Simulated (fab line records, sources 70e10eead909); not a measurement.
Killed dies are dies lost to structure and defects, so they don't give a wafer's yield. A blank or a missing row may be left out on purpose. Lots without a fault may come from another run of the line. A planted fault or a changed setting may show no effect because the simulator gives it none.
One fault seen from 2 desks | flow nand_harc | each desk has only its own numbers; what lay behind them comes last

THE TOOL OWNER'S DESK: rie_diel-09
The tool's own readings at NHARC_A_M1_ETCH_15 (etches the open film in C4F8/Ar, target depth 182.5 nm, time 91.2 s): means of the sampled wafers that have a number, for each lot that ran on this tool. A lot is out of limits, marked OUT, if its mean lies more than 4 standard deviations from the usual mean; the brackets give that distance.
Columns: A = chamber_pressure_mTorr at NHARC_A_M1_ETCH_15, usual 25.001 mTorr; B = oes_product_au at NHARC_A_M1_ETCH_15, usual 0.961 a.u.; C = rf_vpp_V at NHARC_A_M1_ETCH_15, usual 441.9 V; D = run_length_s at NHARC_A_M1_ETCH_15, usual 112.5 s
lot  | first seen here | A      | B     | C     | D
L416 | day 17 17:12    | 25.021 | 0.913 | 442.7 | 112.3
L424 | day 20 06:46    | 24.997 | 0.967 | 441.9 | 112.7
L427 | day 22 00:10    | 24.990 | 0.952 | 443.3 | 112.4
L428 | day 22 00:40    | 24.991 | 0.960 | 441.8 | 112.6
L429 | day 22 06:02    | 25.012 | 0.957 | 442.0 | 108.7 (-8.3) OUT
L426 | day 22 06:29    | 24.988 | 0.951 | 442.3 | 105.3 (-16) OUT
This desk's finding: out of limits on L426, L429; first on L429, day 22 06:02 (run_length_s at NHARC_A_M1_ETCH_15). In limits: L416, L424, L427, L428.

THE METROLOGY DESK
What the gauges read, lot by lot, whatever tool the lot ran on: means of the sampled wafers that have a number. A lot is out of limits, marked OUT, if its mean lies more than 4 standard deviations from the usual mean; the brackets give that distance.
Columns: A = cd_nm at NHARC_A_M1_CD_MEAS_16, usual 120.2 nm
lot  | first seen here | A
L416 | day 17 17:20    | 118.8
L415 | day 17 21:13    | 119.6
L418 | day 18 00:39    | 120.7
L417 | day 18 01:55    | 119.1
L420 | day 18 04:08    | 120.5
L419 | day 19 03:45    | 120.4
L424 | day 20 06:53    | 118.9
L425 | day 20 10:54    | 119.9
L423 | day 20 11:43    | 120.6
L427 | day 22 00:19    | 119.9
L428 | day 22 00:49    | 120.4
L429 | day 22 06:11    | 121.2
L426 | day 22 06:38    | 120.1
This desk's finding: nothing out of limits on any of the 13 lots.

PUT TOGETHER
The tool owner's desk could have raised an alarm at day 22 06:02, on L426, L429.
The metrology desk saw nothing out of limits.
The metrology desk has L426, L429 on record, within its limits.
Of the lots named, all ran NHARC_A_M1_ETCH_15 on rie_diel-09.

WHAT THE SIMULATOR HAD PUT IN
Process parameter drift: rie_diel-09, from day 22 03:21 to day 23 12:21, at NHARC_A_M1_ETCH_15. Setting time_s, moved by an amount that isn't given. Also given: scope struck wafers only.
Lots struck among those shown: L426, L429.
Hours from the fault's start to each desk's first reading out of limits: the tool owner's desk, 3.
